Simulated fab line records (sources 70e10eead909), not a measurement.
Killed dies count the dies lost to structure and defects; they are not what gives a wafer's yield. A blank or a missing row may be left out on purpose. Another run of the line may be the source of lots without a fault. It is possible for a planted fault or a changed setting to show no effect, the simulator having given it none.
fab line records	flow nand_harc
record lots=14	wafers=42	last_day=33
route steps=1302 shown A_ONON_D2@562 THIN_TSV@1264 END@1302
lots with no fault: from the same line, run without faults
start_h: hours from the record's opening day to when the first of the lot's shown wafers began	wait_h: time in hours since the lot's previous step	" as in the row above	L1.1+2: several wafers, shown together as one row	- no value present, or no start provided	* or withheld: withheld	< > ~ a bound
route shown NAME@n: names a module that has steps shown in the file, with the first one's number in the route	usual: mean/standard deviation taken from wafers without a fault	same: alike in all rows	chamber/n: place in a boat	sites: readings site by site	_std_site: the standard deviation of these	_edge_site: the outer-site mean with the inner-site mean subtracted	radius_mm: for every site, how far away it sits from the centre of the wafer	mask NAME#n: copy n	behind: the tool/chamber that last shaped the wafer	hold: cause of the lot's hold/its duration in hours/its outcome	device: names the non-switching transistor (n, p or np)	end of line: the same wafers' tests at the end of the route	where a step has no rows: the recipe by itself	killed: at the first sort, the dies lost to defects and structure; wafer yield is something else	map: per-die view of a wafer (x killed, . not killed, _ where there is no die)
set.NAME: the setting that was run; set.NAME@STEP: the one run at that earlier step	model.NAME: the simulator's own value behind a step, which no gauge read
a sample of lots followed through the steps of the route, with each step as a table and each wafer as a row
services: the hour from which a tool's chamber was out of use, counted from the record's first day as start_h (under 0 if before that day), plus the number of hours and why
## steps
# step NHARC_A_ONON_D2_DEP_25
# recipe target_thk_a=10000	n2_flow_sccm=2750	n2o_flow_sccm=2000	nh3_flow_sccm=500	sih4_flow_sccm=210	temp_c=400
lot.wafer	tool	chamber	start_h	wait_h
L738.1+3+5	pecvd_onon-02	0	286.01	0.1
L739.3+4+5	pecvd_onon-03	0	301.50	0.2
L741.2+4+5	pecvd_onon-03	0	311.56	0.1
L740.2+3+6	pecvd_onon-02	0	311.59	0.1
L744.4+5+6	pecvd_onon-02	0	349.74	0.2
L748.1+3+5	pecvd_onon-02	0	393.35	0.1
L750.1+3+6	pecvd_onon-02	0	403.36	0.1
L755.1+3+4	pecvd_onon-02	0	464.45	0.1
L756.2+3+6	pecvd_onon-03	0	464.52	0.1
L757.2+5+6	pecvd_onon-01	0	464.75	0.1
L759.2+4+6	pecvd_onon-02	0	487.39	0.1
L758.3+4+6	pecvd_onon-03	0	487.45	0.2
L761.2+3+5	pecvd_onon-03	0	505.00	0.1
L760.3+4+6	pecvd_onon-02	0	505.01	0.2
# step NHARC_THIN_TSV_CD_MEAS_16
# usual cd_nm=1000.3/1.2
lot.wafer	tool	chamber	start_h	wait_h	cd_nm
L738.1	cd_sem-02	-	566.26	0.1	1002.3
L738.3	"	-	"	"	1001.1
L738.5	"	-	"	"	1002.2
L739.3	cd_sem-01	-	569.69	0.1	1001.7
L739.4	"	-	"	"	1001.5
L739.5	"	-	"	"	1000.3
L741.2	cd_sem-01	-	570.92	0.1	999.8
L741.4	"	-	"	"	999.6
L741.5	"	-	"	"	1000.9
L740.2	cd_sem-01	-	572.12	0.1	1002.2
L740.3	"	-	"	"	1000.3
L740.6	"	-	"	"	1001.4
L744.4	cd_sem-03	-	613.38	0.1	1001.4
L744.5	"	-	"	"	999.8
L744.6	"	-	"	"	999.9
L748.1	cd_sem-03	-	652.16	0.2	999.3
L748.3	"	-	"	"	1000.3
L748.5	"	-	"	"	998.5
L750.1	cd_sem-01	-	668.38	0.1	998.8
L750.3	"	-	"	"	1000.6
L750.6	"	-	"	"	1001.0
L757.2	cd_sem-02	-	719.23	0.1	1000.5
L757.5	"	-	"	"	999.5
L757.6	"	-	"	"	1000.7
L755.1	cd_sem-01	-	720.53	0.1	1001.3
L755.3	"	-	"	"	999.2
L755.4	"	-	"	"	998.3
L756.2	cd_sem-01	-	727.83	0.1	997.2
L756.3	"	-	"	"	999.5
L756.6	"	-	"	"	998.8
L758.3	cd_sem-01	-	750.56	0.1	1001.2
L758.4	"	-	"	"	1000.6
L758.6	"	-	"	"	1000.4
L759.2	cd_sem-02	-	761.93	0.1	999.7
L759.4	"	-	"	"	999.2
L759.6	"	-	"	"	1000.4
L760.3	cd_sem-01	-	763.07	0.1	999.3
L760.4	"	-	"	"	1000.8
L760.6	"	-	"	"	999.5
L761.2	cd_sem-03	-	769.07	0.1	999.8
L761.3	"	-	"	"	1000.4
L761.5	"	-	"	"	1001.9
# step NHARC_THIN_TSV_PVD_51
# recipe target_thk_a=1000	chamber_pressure_pa=5	material=Cu
# usual throttle_valve_pct=30.2/1.3
lot.wafer	tool	chamber	start_h	wait_h	throttle_valve_pct
L738.1	pvd_sputter-03	-	-	-	28.4
L738.3	"	-	"	"	30.6
L738.5	"	-	"	"	28.9
L739.3	pvd_sputter-03	-	-	-	29.7
L739.4	"	-	"	"	29.3
L739.5	"	-	"	"	29.5
L741.2	pvd_sputter-03	-	-	-	28.9
L741.4	"	-	"	"	30.6
L741.5	"	-	"	"	29.5
L740.3	pvd_sputter-01	-	-	-	32.2
L740.2	"	-	"	"	29.1
L740.6	"	-	"	"	31.2
L744.4	pvd_sputter-01	-	-	-	31.0
L744.6	"	-	"	"	29.0
L744.5	"	-	"	"	31.0
L748.1	pvd_sputter-03	-	-	-	28.4
L748.3	"	-	"	"	28.9
L748.5	"	-	"	"	29.5
L750.3	pvd_sputter-03	-	-	-	29.2
L750.1	"	-	"	"	30.4
L750.6	"	-	"	"	29.0
L757.2	pvd_sputter-01	-	-	-	31.2
L757.6	"	-	"	"	29.0
L757.5	"	-	"	"	31.2
L755.4	pvd_sputter-02	-	-	-	31.7
L755.3	"	-	"	"	31.4
L755.1	"	-	"	"	28.7
L756.2	pvd_sputter-02	-	-	-	31.7
L756.3	"	-	"	"	28.7
L756.6	"	-	"	"	31.6
L758.3	pvd_sputter-03	-	-	-	30.8
L758.4	"	-	"	"	29.6
L758.6	"	-	"	"	31.1
L759.4	pvd_sputter-03	-	-	-	28.9
L759.2	"	-	"	"	31.0
L759.6	"	-	"	"	28.7
L760.3	pvd_sputter-03	-	-	-	28.7
L760.4	"	-	"	"	29.8
L760.6	"	-	"	"	28.9
L761.3	pvd_sputter-01	-	-	-	32.4
L761.2	"	-	"	"	29.8
L761.5	"	-	"	"	29.2
# step NHARC_END_SORT_01
# recipe temp_c=25
# usual killed_at_array=57/24	killed_at_other=0.7/0.94	killed_at_periphery=3.8/2.5	killed_dies=62/23	killed_open=3.1/1.8	killed_short=2.5/1.6
# same gross_dies=677
lot.wafer	tool	chamber	start_h	wait_h	killed_at_array	killed_at_other	killed_at_periphery	killed_dies	killed_open	killed_short
L738.1	prober-01	0	580.10	2.5	21	1	3	25	4	2
L738.3	prober-01	0	581.71	3.1	25	2	5	32	3	2
L738.5	prober-01	0	583.32	3.7	22	1	1	24	2	1
L741.2	prober-01	0	588.73	2.8	79	0	7	86	3	1
L741.4	prober-01	0	590.34	3.4	108	1	6	115	3	4
L741.5	prober-01	0	591.14	3.7	108	4	6	118	5	2
L740.2	prober-01	0	596.53	2.8	36	0	10	46	5	4
L740.3	prober-01	0	597.33	3.1	22	0	4	26	3	2
L740.6	prober-01	0	599.74	4.0	18	0	4	22	4	2
L739.3	prober-02	0	597.25	3.1	50	1	5	56	1	3
L739.4	prober-02	0	598.06	3.4	44	2	4	50	3	2
L739.5	prober-02	0	598.87	3.7	44	0	4	48	1	1
L744.4	prober-01	0	629.75	3.4	104	0	4	108	2	0
L744.5	prober-01	0	630.55	3.7	76	0	2	78	2	1
L744.6	prober-01	0	631.36	4.0	97	0	1	98	3	6
L748.1	prober-01	0	673.14	2.5	149	0	3	152	4	1
L748.3	prober-01	0	674.72	3.1	150	0	3	153	5	3
L748.5	prober-01	0	676.31	3.7	156	0	0	156	0	0
L750.1	prober-02	0	682.47	2.5	131	1	1	133	3	1
L750.3	prober-02	0	684.08	3.1	132	1	2	135	3	1
L750.6	prober-02	0	686.48	4.0	143	1	1	145	1	3
L755.1	prober-02	0	733.26	2.5	46	0	5	51	6	2
L755.3	prober-02	0	734.85	3.1	51	0	4	55	4	3
L755.4	prober-02	0	735.64	3.4	61	0	6	67	6	5
L757.2	prober-01	0	734.12	2.8	98	1	4	103	2	7
L757.5	prober-01	0	736.55	3.7	84	3	0	87	2	7
L757.6	prober-01	0	737.36	4.1	90	0	2	92	2	4
L756.2	prober-02	0	742.65	2.8	44	1	2	47	5	1
L756.3	prober-02	0	743.46	3.1	43	1	0	44	3	1
L756.6	prober-02	0	745.87	4.0	42	3	2	47	2	2
L758.3	prober-01	0	766.81	3.1	75	1	0	76	1	1
L758.4	prober-01	0	767.60	3.4	76	0	2	78	5	0
L758.6	prober-01	0	769.19	4.0	83	2	3	88	3	2
L759.2	prober-02	0	776.66	2.8	40	0	8	48	4	2
L759.4	prober-02	0	778.26	3.4	41	0	7	48	1	2
L759.6	prober-02	0	779.85	4.0	35	0	9	44	2	0
L760.3	prober-01	0	777.46	3.1	39	0	3	42	1	2
L760.4	prober-01	0	778.27	3.4	48	0	1	49	4	3
L760.6	prober-01	0	779.89	4.0	49	1	1	51	1	2
L761.2	prober-02	0	784.46	2.8	75	2	1	78	2	2
L761.3	prober-02	0	785.26	3.1	98	2	3	103	2	6
L761.5	prober-02	0	786.87	3.7	68	1	1	70	2	1
# killed by level:class
L738.1 A_CHANNEL_HOLE_D2:chamber_film_flake=8 A_STAIRCASE:chamber_film_flake=3 A_DECK1_JOINT:chamber_film_flake=2 A_CONTACT:chamber_film_flake=2 P_CONTACT:geometric_particle:short=1 P_CONTACT:geometric_particle:open=1 A_ONON_D1:geometric_particle:short=1 A_SGD_CUT:geometric_particle:open=1
L738.3 A_CHANNEL_HOLE_D2:chamber_film_flake=7 A_STAIRCASE:chamber_film_flake=5 A_CONTACT:chamber_film_flake=4 P_ZERO_WELL:chamber_film_flake=2 A_CHANNEL_FILL_D1:chamber_film_flake=2 A_WL_FILL:chamber_film_flake=2 THIN_TSV:chamber_film_flake=2 P_CONTACT:geometric_particle:open=1
L738.5 A_STAIRCASE:chamber_film_flake=10 A_CHANNEL_HOLE_D2:chamber_film_flake=3 A_CHANNEL_FILL_D1:chamber_film_flake=2 A_CONTACT:chamber_film_flake=2 P_CONTACT:geometric_particle:open=1 A_CHANNEL_HOLE_D2:geometric_particle:open=1 A_CONTACT:geometric_particle:short=1 A_ZERO_WELL:chamber_film_flake=1
L741.2 A_CHANNEL_HOLE_D1:chamber_film_flake=24 A_CHANNEL_HOLE_D2:chamber_film_flake=19 A_SLIT:chamber_film_flake=18 P_GATE:chamber_film_flake=7 A_CONTACT:chamber_film_flake=5 A_CONTACT:unspecified=3 A_DECK1_JOINT:chamber_film_flake=3 A_STAIRCASE:chamber_film_flake=2
L741.4 A_CHANNEL_HOLE_D2:chamber_film_flake=33 A_CHANNEL_HOLE_D1:chamber_film_flake=31 A_SLIT:chamber_film_flake=24 A_STAIRCASE:chamber_film_flake=7 P_GATE:chamber_film_flake=4 A_ONON_D1:geometric_particle:open=2 A_CHANNEL_FILL_D2:chamber_film_flake=2 A_CONTACT:chamber_film_flake=2
L741.5 A_CHANNEL_HOLE_D2:chamber_film_flake=30 A_CHANNEL_HOLE_D1:chamber_film_flake=28 A_SLIT:chamber_film_flake=28 A_STAIRCASE:chamber_film_flake=5 A_CHANNEL_FILL_D2:chamber_film_flake=4 A_CONTACT:chamber_film_flake=4 THIN_TSV:chamber_film_flake=4 A_M0:geometric_particle:open=3
L740.2 A_CONTACT:chamber_film_flake=11 A_CHANNEL_HOLE_D2:chamber_film_flake=9 P_M1:chamber_film_flake=4 A_CHANNEL_HOLE_D1:chamber_film_flake=4 A_CHANNEL_FILL_D2:chamber_film_flake=3 P_GATE:chamber_film_flake=2 P_CONTACT:geometric_particle:open=1 P_M0:geometric_particle:short=1
L739.3 A_CHANNEL_HOLE_D1:chamber_film_flake=30 A_CHANNEL_HOLE_D2:chamber_film_flake=9 P_ZERO_WELL:chamber_film_flake=3 A_STAIRCASE:chamber_film_flake=3 A_CONTACT:chamber_film_flake=3 P_STI:chamber_film_flake=2 A_ONON_D2:geometric_particle:short=1 A_CHANNEL_HOLE_D2:geometric_particle:short=1
L740.3 A_CHANNEL_HOLE_D2:chamber_film_flake=9 A_CHANNEL_FILL_D2:chamber_film_flake=3 A_CONTACT:chamber_film_flake=3 P_M1:chamber_film_flake=2 A_CHANNEL_HOLE_D1:chamber_film_flake=2 P_CONTACT:geometric_particle:open=1 A_CHANNEL_FILL_D1:geometric_particle:short=1 A_CHANNEL_FILL_D2:geometric_particle:short=1
L739.4 A_CHANNEL_HOLE_D1:chamber_film_flake=26 A_CHANNEL_HOLE_D2:chamber_film_flake=5 A_CONTACT:chamber_film_flake=4 P_ZERO_WELL:chamber_film_flake=3 A_ONON_D1:geometric_particle:open=2 A_SLIT:chamber_film_flake=2 THIN_TSV:chamber_film_flake=2 A_ONON_D1:geometric_particle:short=1
L739.5 A_CHANNEL_HOLE_D1:chamber_film_flake=25 A_CHANNEL_HOLE_D2:chamber_film_flake=11 P_ZERO_WELL:chamber_film_flake=3 A_STAIRCASE:chamber_film_flake=3 A_CONTACT:chamber_film_flake=2 A_ONON_D1:geometric_particle:short=1 A_M0:geometric_particle:open=1 P_STI:chamber_film_flake=1
L740.6 A_CONTACT:chamber_film_flake=6 A_CHANNEL_HOLE_D2:chamber_film_flake=4 P_M1:chamber_film_flake=3 P_CONTACT:geometric_particle:open=1 A_CHANNEL_FILL_D1:geometric_particle:open=1 A_DECK1_JOINT:geometric_particle:open=1 A_CHANNEL_FILL_D2:geometric_particle:short=1 A_WL_FILL:geometric_particle:open=1
L744.4 A_CHANNEL_HOLE_D1:chamber_film_flake=34 A_SLIT:chamber_film_flake=32 A_CHANNEL_HOLE_D2:chamber_film_flake=31 P_STI:chamber_film_flake=2 P_CONTACT:chamber_film_flake=2 A_CONTACT:geometric_particle:open=1 A_M0:geometric_particle:open=1 A_CHANNEL_FILL_D1:chamber_film_flake=1
L744.5 A_SLIT:chamber_film_flake=28 A_CHANNEL_HOLE_D1:chamber_film_flake=23 A_CHANNEL_HOLE_D2:chamber_film_flake=19 A_CONTACT:chamber_film_flake=2 P_M2:geometric_particle:open=1 A_ONON_D2:geometric_particle:short=1 A_ONON_D2:geometric_particle:open=1 P_CONTACT:chamber_film_flake=1
L744.6 A_CHANNEL_HOLE_D1:chamber_film_flake=32 A_SLIT:chamber_film_flake=28 A_CHANNEL_HOLE_D2:chamber_film_flake=23 A_DECK1_JOINT:geometric_particle:short=3 A_BLC:chamber_film_flake=3 A_STAIRCASE:chamber_film_flake=2 P_M1:geometric_particle:short=1 A_DECK1_JOINT:geometric_particle:open=1
L748.1 A_ONON_D2:unspecified=85 A_CHANNEL_HOLE_D1:chamber_film_flake=34 A_CHANNEL_HOLE_D2:chamber_film_flake=20 A_CONTACT:chamber_film_flake=4 A_ONON_D2:geometric_particle:open=2 P_GATE:geometric_particle:open=1 A_CHANNEL_FILL_D2:geometric_particle:short=1 A_WL_FILL:geometric_particle:open=1
L748.3 A_ONON_D2:unspecified=98 A_CHANNEL_HOLE_D1:chamber_film_flake=25 A_CHANNEL_HOLE_D2:chamber_film_flake=14 A_CONTACT:chamber_film_flake=3 A_ONON_D1:geometric_particle:open=2 A_ONON_D2:geometric_particle:short=2 P_GATE:chamber_film_flake=2 P_CONTACT:geometric_particle:open=1
L748.5 A_ONON_D2:unspecified=87 A_CHANNEL_HOLE_D1:chamber_film_flake=35 A_CHANNEL_HOLE_D2:chamber_film_flake=23 A_STAIRCASE:chamber_film_flake=3 A_SLIT:chamber_film_flake=3 A_CONTACT:chamber_film_flake=3 A_ZERO_WELL:chamber_film_flake=2
L750.1 A_ONON_D2:unspecified=94 A_SLIT:chamber_film_flake=28 A_STAIRCASE:chamber_film_flake=2 A_ONON_D2:geometric_particle:open=1 A_CHANNEL_FILL_D2:geometric_particle:short=1 A_CHANNEL_FILL_D2:geometric_particle:open=1 A_BLC:geometric_particle:open=1 P_CONTACT:chamber_film_flake=1
L750.3 A_ONON_D2:unspecified=91 A_SLIT:chamber_film_flake=26 A_STAIRCASE:chamber_film_flake=5 A_CHANNEL_HOLE_D1:chamber_film_flake=3 A_CHANNEL_FILL_D1:geometric_particle:open=2 A_CHANNEL_FILL_D2:geometric_particle:open=1 A_BLC:geometric_particle:short=1 P_GATE:chamber_film_flake=1
L750.6 A_ONON_D2:unspecified=95 A_SLIT:chamber_film_flake=29 A_CHANNEL_HOLE_D1:chamber_film_flake=7 A_STAIRCASE:chamber_film_flake=3 A_CONTACT:chamber_film_flake=2 A_CHANNEL_FILL_D1:geometric_particle:open=1 A_WL_FILL:geometric_particle:short=1 A_M0:geometric_particle:short=1
L755.1 A_CHANNEL_HOLE_D2:chamber_film_flake=23 A_CHANNEL_HOLE_D1:chamber_film_flake=6 A_DECK1_JOINT:chamber_film_flake=3 A_SLIT:chamber_film_flake=3 A_CHANNEL_HOLE_D1:geometric_particle:open=2 P_M0:chamber_film_flake=2 P_M2:chamber_film_flake=2 A_STAIRCASE:chamber_film_flake=2
L757.2 A_CHANNEL_HOLE_D1:chamber_film_flake=34 A_SLIT:chamber_film_flake=32 A_CHANNEL_HOLE_D2:chamber_film_flake=14 A_CONTACT:chamber_film_flake=5 A_WL_FILL:geometric_particle:short=2 A_CHANNEL_FILL_D2:chamber_film_flake=2 A_WL_FILL:chamber_film_flake=2 P_STI:geometric_particle:open=1
L755.3 A_CHANNEL_HOLE_D2:chamber_film_flake=20 A_CHANNEL_HOLE_D1:chamber_film_flake=12 A_STAIRCASE:chamber_film_flake=8 A_SLIT:chamber_film_flake=3 P_M2:chamber_film_flake=2 A_DECK1_JOINT:chamber_film_flake=2 P_STI:geometric_particle:open=1 P_CONTACT:geometric_particle:open=1
L755.4 A_CHANNEL_HOLE_D2:chamber_film_flake=28 A_CHANNEL_HOLE_D1:chamber_film_flake=18 A_STAIRCASE:chamber_film_flake=3 A_SLIT:chamber_film_flake=2 P_CONTACT:geometric_particle:open=1 P_CONTACT:geometric_particle:short=1 P_M0:geometric_particle:open=1 A_SOURCE_PLATE:geometric_particle:short=1
L757.5 A_SLIT:chamber_film_flake=27 A_CHANNEL_HOLE_D1:chamber_film_flake=22 A_CHANNEL_HOLE_D2:chamber_film_flake=13 A_STAIRCASE:chamber_film_flake=4 A_CONTACT:chamber_film_flake=4 A_WL_FILL:geometric_particle:short=3 STARTING-WAFER:geometric_particle:short=2 A_CHANNEL_FILL_D1:chamber_film_flake=2
L757.6 A_CHANNEL_HOLE_D1:chamber_film_flake=33 A_SLIT:chamber_film_flake=23 A_CHANNEL_HOLE_D2:chamber_film_flake=21 A_CONTACT:chamber_film_flake=7 P_M2:geometric_particle:short=1 A_CHANNEL_FILL_D1:geometric_particle:open=1 A_DECK1_JOINT:geometric_particle:short=1 A_ONON_D2:geometric_particle:short=1
L756.2 A_CHANNEL_HOLE_D1:chamber_film_flake=16 A_CONTACT:chamber_film_flake=6 A_SGD_CUT:chamber_film_flake=5 A_STAIRCASE:chamber_film_flake=4 A_SLIT:chamber_film_flake=3 A_CHANNEL_HOLE_D2:chamber_film_flake=2 A_WL_FILL:chamber_film_flake=2 P_M0:geometric_particle:open=1
L756.3 A_CHANNEL_HOLE_D1:chamber_film_flake=15 A_CONTACT:chamber_film_flake=7 A_STAIRCASE:chamber_film_flake=6 A_SLIT:chamber_film_flake=5 A_SGD_CUT:chamber_film_flake=3 A_WL_FILL:chamber_film_flake=2 A_DECK1_JOINT:geometric_particle:open=1 A_WL_FILL:geometric_particle:open=1
L756.6 A_CHANNEL_HOLE_D1:chamber_film_flake=16 A_SGD_CUT:chamber_film_flake=7 A_CONTACT:chamber_film_flake=6 A_SLIT:chamber_film_flake=4 A_WL_FILL:chamber_film_flake=3 THIN_TSV:chamber_film_flake=3 A_STAIRCASE:chamber_film_flake=2 P_M0:geometric_particle:open=1
L758.3 A_SLIT:chamber_film_flake=29 A_CHANNEL_HOLE_D1:chamber_film_flake=19 A_CHANNEL_HOLE_D2:chamber_film_flake=16 A_DECK1_JOINT:chamber_film_flake=3 A_CONTACT:chamber_film_flake=2 A_BONDPAD:chamber_film_flake=2 A_CHANNEL_HOLE_D1:geometric_particle:open=1 A_WL_FILL:geometric_particle:short=1
L758.4 A_SLIT:chamber_film_flake=26 A_CHANNEL_HOLE_D2:chamber_film_flake=26 A_CHANNEL_HOLE_D1:chamber_film_flake=14 A_STAIRCASE:chamber_film_flake=3 P_M0:geometric_particle:open=1 A_CHANNEL_HOLE_D1:geometric_particle:open=1 A_WL_FILL:geometric_particle:open=1 A_CONTACT:geometric_particle:open=1
L758.6 A_SLIT:chamber_film_flake=30 A_CHANNEL_HOLE_D2:chamber_film_flake=25 A_CHANNEL_HOLE_D1:chamber_film_flake=13 A_CHANNEL_FILL_D2:chamber_film_flake=4 A_BONDPAD:chamber_film_flake=3 A_STAIRCASE:chamber_film_flake=2 THIN_TSV:chamber_film_flake=2 P_CONTACT:geometric_particle:open=1
L759.2 A_CHANNEL_HOLE_D1:chamber_film_flake=17 A_CONTACT:chamber_film_flake=7 A_SLIT:chamber_film_flake=6 A_CHANNEL_FILL_D2:chamber_film_flake=3 P_CONTACT:geometric_particle:open=2 P_M0:chamber_film_flake=2 P_M1:chamber_film_flake=2 A_STAIRCASE:chamber_film_flake=2
L760.3 A_SLIT:chamber_film_flake=30 P_STI:chamber_film_flake=3 A_CHANNEL_FILL_D2:chamber_film_flake=3 A_WL_FILL:geometric_particle:short=2 A_CONTACT:chamber_film_flake=2 A_CHANNEL_FILL_D1:geometric_particle:open=1 A_DECK1_JOINT:chamber_film_flake=1
L759.4 A_CHANNEL_HOLE_D1:chamber_film_flake=21 A_CONTACT:chamber_film_flake=7 A_SLIT:chamber_film_flake=5 P_M1:chamber_film_flake=4 A_CHANNEL_FILL_D2:chamber_film_flake=3 P_M1:geometric_particle:short=1 A_ONON_D1:geometric_particle:short=1 A_CHANNEL_HOLE_D1:geometric_particle:open=1
L760.4 A_SLIT:chamber_film_flake=30 A_CHANNEL_FILL_D2:chamber_film_flake=3 A_DECK1_JOINT:chamber_film_flake=2 A_CHANNEL_HOLE_D2:chamber_film_flake=2 A_CONTACT:chamber_film_flake=2 P_M0:geometric_particle:open=1 A_SOURCE_PLATE:geometric_particle:open=1 A_CHANNEL_HOLE_D1:geometric_particle:short=1
L759.6 A_CHANNEL_HOLE_D1:chamber_film_flake=21 A_SLIT:chamber_film_flake=8 P_M1:chamber_film_flake=6 A_CONTACT:chamber_film_flake=3 P_M0:chamber_film_flake=2 A_DECK1_JOINT:geometric_particle:open=1 A_WL_FILL:geometric_particle:open=1 P_GATE:chamber_film_flake=1
L760.6 A_SLIT:chamber_film_flake=40 A_DECK1_JOINT:chamber_film_flake=2 A_CHANNEL_FILL_D2:chamber_film_flake=2 P_CONTACT:geometric_particle:open=1 A_CHANNEL_HOLE_D1:geometric_particle:short=1 A_WL_FILL:geometric_particle:short=1 A_CHANNEL_FILL_D1:chamber_film_flake=1 A_STAIRCASE:chamber_film_flake=1
L761.2 A_SLIT:chamber_film_flake=31 A_CHANNEL_HOLE_D2:chamber_film_flake=21 A_CHANNEL_HOLE_D1:chamber_film_flake=7 A_M1:chamber_film_flake=4 A_STAIRCASE:chamber_film_flake=3 A_CONTACT:chamber_film_flake=3 A_CHANNEL_FILL_D1:geometric_particle:short=2 A_DECK1_JOINT:chamber_film_flake=2
L761.3 A_CHANNEL_HOLE_D2:chamber_film_flake=34 A_SLIT:chamber_film_flake=26 A_CHANNEL_HOLE_D1:chamber_film_flake=25 A_DECK1_JOINT:chamber_film_flake=2 A_CHANNEL_FILL_D2:chamber_film_flake=2 A_STAIRCASE:chamber_film_flake=2 P_STI:geometric_particle:short=1 P_CONTACT:geometric_particle:short=1
L761.5 A_SLIT:chamber_film_flake=30 A_CHANNEL_HOLE_D2:chamber_film_flake=20 A_CHANNEL_HOLE_D1:chamber_film_flake=6 A_CONTACT:chamber_film_flake=4 A_M1:chamber_film_flake=2 A_CHANNEL_FILL_D1:geometric_particle:open=1 A_SGD_CUT:geometric_particle:open=1 A_WL_FILL:geometric_particle:short=1
## services
tool	chamber	start_h	hours	kind
pvd_sputter-03	-	279.48	3.6	repair
pvd_sputter-02	-	282.02	10.0	pm
pvd_sputter-03	-	293.84	1.8	repair
pvd_sputter-01	-	314.06	4.6	repair
pvd_sputter-03	-	348.00	10.0	pm
pecvd_onon-02	-	366.00	13.0	pm
pvd_sputter-01	-	368.28	8.8	repair
pvd_sputter-01	-	404.28	10.0	pm
pecvd_onon-03	-	408.33	13.0	pm
pvd_sputter-03	-	408.51	0.6	repair
pvd_sputter-03	-	526.00	10.0	pm
pecvd_onon-03	-	543.03	1.5	repair
pecvd_onon-02	-	547.08	13.0	pm
pvd_sputter-01	-	582.28	10.0	pm
pecvd_onon-03	-	589.33	13.0	pm
pvd_sputter-03	-	600.04	2.2	repair
pvd_sputter-03	-	618.08	0.6	repair
pecvd_onon-03	-	621.10	7.1	repair
pecvd_onon-03	-	674.67	0.8	repair
pvd_sputter-03	-	691.09	7.9	repair
pvd_sputter-03	-	704.00	10.0	pm
pecvd_onon-02	-	728.08	13.0	pm
pvd_sputter-01	-	760.28	10.0	pm
pecvd_onon-03	-	770.33	13.0	pm
## key
first_sign step=NHARC_END_SORT_01	reading=killed_at_array	direction=up	sigmas=3.7	usual=57	struck=144
effect step=NHARC_END_SORT_01	reading=killed_dies	direction=up	sigmas=3.6	usual=62	struck=146
more_kills_born_at NHARC_A_ONON_D2_DEP_25@pecvd_onon-02=550
met_at NHARC_A_ONON_D2_DEP_25
struck_lots L748,L750
tester_left_out L748,L750
not_acting_at NHARC_THIN_TSV_CD_MEAS_16,NHARC_THIN_TSV_PVD_51
onset_between 349.74 393.35
fault kind=chamber_particle_source	tool=pecvd_onon-02	chamber=-	onset_h=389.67	steps=NHARC_A_ONON_D2_DEP_25	rate_per_visit_cm2=1.4012	end_h=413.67
# tester_left_out: of these lots the tester's yield and bins aren't shown, on N5 and GAA mostly nor the transistor test; their killed dies are dies lost to structure and defects alone, not to doping, threshold or leakage, so they don't give the yield
